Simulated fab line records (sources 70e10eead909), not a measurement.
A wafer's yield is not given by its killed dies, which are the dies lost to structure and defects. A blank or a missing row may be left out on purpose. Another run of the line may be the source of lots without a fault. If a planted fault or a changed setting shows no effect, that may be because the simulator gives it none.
Which tool was responsible? -- flow nand_harc -- 12 lots with 36 wafers sampled at 6 steps, on a route of 1302 steps

== WHAT THE GAUGES SHOWED, per wafer ==
NHARC_A_M0_CD_MEAS_09 targets a cd of 80 nm.
lot,measured,on,cd_nm (nm)
L748,day 23 10:26,cd_sem-02,80.0 80.2 79.6
L750,day 23 22:21,cd_sem-03,81.3 80.1 80.9
L751,day 24 12:26,cd_sem-01,80.1 79.8 79.4
L753,day 25 14:40,cd_sem-02,79.5 79.5 80.3
L754,day 25 18:11,cd_sem-03,79.8 79.3 79.7
L757,day 27 10:41,cd_sem-02,79.7 80.3 79.6
L755,day 27 14:39,cd_sem-02,79.7 79.8 79.8
L760,day 28 17:10,cd_sem-02,121.9 121.1 120.3
L763,day 29 07:13,cd_sem-03,80.2 79.7 79.9
L762,day 29 08:23,cd_sem-03,79.4 80.1 79.7
L768,day 31 16:21,cd_sem-03,79.7 80.0 80.2
L769,day 32 02:34,cd_sem-01,79.8 79.8 80.2

NHARC_A_M0_OVL_MEAS_10: pitch 160 nm.
lot,measured,on,overlay_x_nm (nm),overlay_y_nm (nm)
L748,day 23 10:31,overlay-01,0.1 -0.5 -0.5,1.2 1.4 1.8
L750,day 23 22:26,overlay-01,1.7 1.7 1.3,-0.8 -0.9 0.0
L751,day 24 12:31,overlay-02,-1.2 -0.8 -0.9,-0.4 -0.9 -0.2
L753,day 25 14:45,overlay-02,-0.5 -0.4 -0.1,0.8 0.6 0.7
L754,day 25 18:17,overlay-01,-0.2 0.1 -0.1,-0.9 -0.9 -0.2
L757,day 27 10:46,overlay-02,0.0 0.1 -0.2,-0.8 -0.6 -0.6
L755,day 27 14:44,overlay-02,0.6 1.3 1.0,1.0 0.8 0.9
L760,day 28 17:16,overlay-02,0.0 0.5 0.6,-2.3 -2.1 -2.3
L763,day 29 07:17,overlay-01,-1.1 -0.8 -1.3,-1.0 -0.8 -0.5
L762,day 29 08:29,overlay-02,-0.4 -0.4 0.0,1.9 1.1 1.7
L768,day 31 16:26,overlay-02,0.2 0.1 0.4,0.5 0.7 0.0
L769,day 32 02:40,overlay-02,-1.0 -1.3 -1.4,0.4 0.5 0.5

NHARC_END_SORT_01.
lot,measured,on,defect_limited_yield (%),killed_at_array,killed_at_other,killed_at_periphery,killed_dies,killed_open,killed_short
L757,day 29 02:29,prober-02,89,72,3,1,76,0,0
L760,day 30 06:19,prober-01,0 0 0,670 671 675,1 1 0,6 5 2,677 677 677,6 6 2,2 3 4

== WHICH TOOL RAN EACH LOT (tool, then ch and the chambers of the sampled wafers, then the start) ==
lot,NHARC_A_BLC_PVD_32,NHARC_A_BLC_CMP_25,NHARC_A_M0_PEB_07
L748,"pvd_sputter-02, day 23 09:09 or earlier","cmp-03 ch 0,2, day 23 09:09","litho_track-06 ch 0, day 23 10:21"
L750,"pvd_sputter-03, day 23 21:02 or earlier","cmp-01 ch 1,2,3, day 23 21:02","litho_track-06 ch 0, day 23 22:16"
L751,"pvd_sputter-01, day 24 11:09 or earlier","cmp-04 ch 0,2,3, day 24 11:09","litho_track-01 ch 0, day 24 12:21"
L753,"pvd_sputter-02, day 25 13:34 or earlier","cmp-01 ch 0,2,3, day 25 13:34","litho_track-01 ch 0, day 25 14:35"
L754,"pvd_sputter-02, day 25 16:55 or earlier","cmp-01 ch 0,3, day 25 16:55","litho_track-04 ch 0, day 25 18:07"
L757,"pvd_sputter-02, day 27 09:31 or earlier","cmp-01 ch 0,1,2, day 27 09:31","litho_track-04 ch 0, day 27 10:37"
L755,"pvd_sputter-03, day 27 13:20 or earlier","cmp-03 ch 1,2,3, day 27 13:20","litho_track-01 ch 0, day 27 14:34"
L760,"pvd_sputter-03, day 28 15:54 or earlier","cmp-01 ch 0,2, day 28 15:54","litho_track-06 ch 0, day 28 17:05"
L763,"pvd_sputter-01, day 29 05:54 or earlier","cmp-03 ch 0,1,3, day 29 05:54","litho_track-04 ch 0, day 29 07:08"
L762,"pvd_sputter-01, day 29 07:16 or earlier","cmp-03 ch 0,1,3, day 29 07:16","litho_track-04 ch 0, day 29 08:19"
L768,"pvd_sputter-01, day 31 15:03 or earlier","cmp-03 ch 0,2, day 31 15:03","litho_track-01 ch 0, day 31 16:16"
L769,"pvd_sputter-02, day 32 01:17 or earlier","cmp-04 ch 1,2,3, day 32 01:17","litho_track-01 ch 0, day 32 02:29"
- NHARC_A_BLC_PVD_32: deposits Ti, target thk 5 nm, time 17.7 s.
- NHARC_A_BLC_CMP_25: polishes, t overpolish 30 s, target thk 150 nm.
- NHARC_A_M0_PEB_07: peb time 65 s.

== AS READ BY THE TOOLS THEMSELVES (means over the sampled wafers that have a number; for cases with no such wafer, the mark the record gives instead) ==
NHARC_A_BLC_PVD_32.
lot,tool,throttle_valve_pct (%)
L748,pvd_sputter-02,29.6
L750,pvd_sputter-03,31.0
L751,pvd_sputter-01,29.3
L753,pvd_sputter-02,29.8
L754,pvd_sputter-02,29.2
L757,pvd_sputter-02,30.5
L755,pvd_sputter-03,30.3
L760,pvd_sputter-03,31.0
L763,pvd_sputter-01,30.3
L762,pvd_sputter-01,30.2
L768,pvd_sputter-01,29.1
L769,pvd_sputter-02,30.1

NHARC_A_BLC_CMP_25.
lot,tool,motor_current_A (A),overpolish_run_s (s),time_to_endpoint_s (s)
L748,cmp-03,11.4,29.997,28.3
L750,cmp-01,12.9,29.994,31.8
L751,cmp-04,11.5,29.999,28.4
L753,cmp-01,11.3,30.000,28.3
L754,cmp-01,11.0,30.004,24.9
L757,cmp-01,12.7,29.999,28.9
L755,cmp-03,12.3,30.000,29.0
L760,cmp-01,11.1,29.995,28.5
L763,cmp-03,11.7,29.996,27.7
L762,cmp-03,12.1,30.008,29.8
L768,cmp-03,11.9,29.993,28.1
L769,cmp-04,11.3,29.995,34.0

NHARC_A_M0_PEB_07.
lot,tool,heater_power_total_W (W),plate_temp_C (C)
L748,litho_track-06,156.9,99.95
L750,litho_track-06,156.7,99.94
L751,litho_track-01,156.5,99.99
L753,litho_track-01,156.5,100.03
L754,litho_track-04,157.0,99.94
L757,litho_track-04,156.9,99.95
L755,litho_track-01,156.5,99.97
L760,litho_track-06,188.9,114.87
L763,litho_track-04,156.5,100.12
L762,litho_track-04,156.2,99.95
L768,litho_track-01,156.2,100.00
L769,litho_track-01,156.7,100.17

== THE ANSWER, worked out from the rows above alone ==
Rule: the usual values come from the lots themselves. The widest of any qualifying gaps counts: lots, ordered by their means at a reading, are off when they make up no more than a third of the lots, leave a main group of 4 or more, and stand apart from it by 3 or more times the standard deviation of that group's means. Not used: any main group whose means are identical at the precision the tables above print for the reading. Also off: a lot with no number at a reading for which 4 or more lots have one. Where the step has rows for the other lots, those lots are counted as sound. The gauges are gone through in route order, then the tools' own readings, and for those a lot's mean is taken as printed above. The first step at which some lot is off is used, and at that step the reading that is off furthest; a lot without a number counts as furthest.
Off: L760, at NHARC_A_M0_CD_MEAS_09 (cd_nm). Mean 79.9 nm and standard deviation 0.29 in the main group.
If a tool, at a process step before that reading, ran all the lots that are off and no sound lot after the first of them, it fits. Not tried: the gauges at NHARC_A_M0_CD_MEAS_09; whatever is off there is also off at NHARC_A_M0_PEB_07, on other tools, and gauge error can't account for it. NHARC_A_BLC_PVD_32: start missing for some lots; hours and lot order therefore follow NHARC_A_BLC_CMP_25. Can't be told from this: 3 tools fit, pvd_sputter-03 at NHARC_A_BLC_PVD_32, cmp-01 at NHARC_A_BLC_CMP_25, litho_track-06 at NHARC_A_M0_PEB_07.

== WHAT THE SIMULATOR HAD INSERTED ==
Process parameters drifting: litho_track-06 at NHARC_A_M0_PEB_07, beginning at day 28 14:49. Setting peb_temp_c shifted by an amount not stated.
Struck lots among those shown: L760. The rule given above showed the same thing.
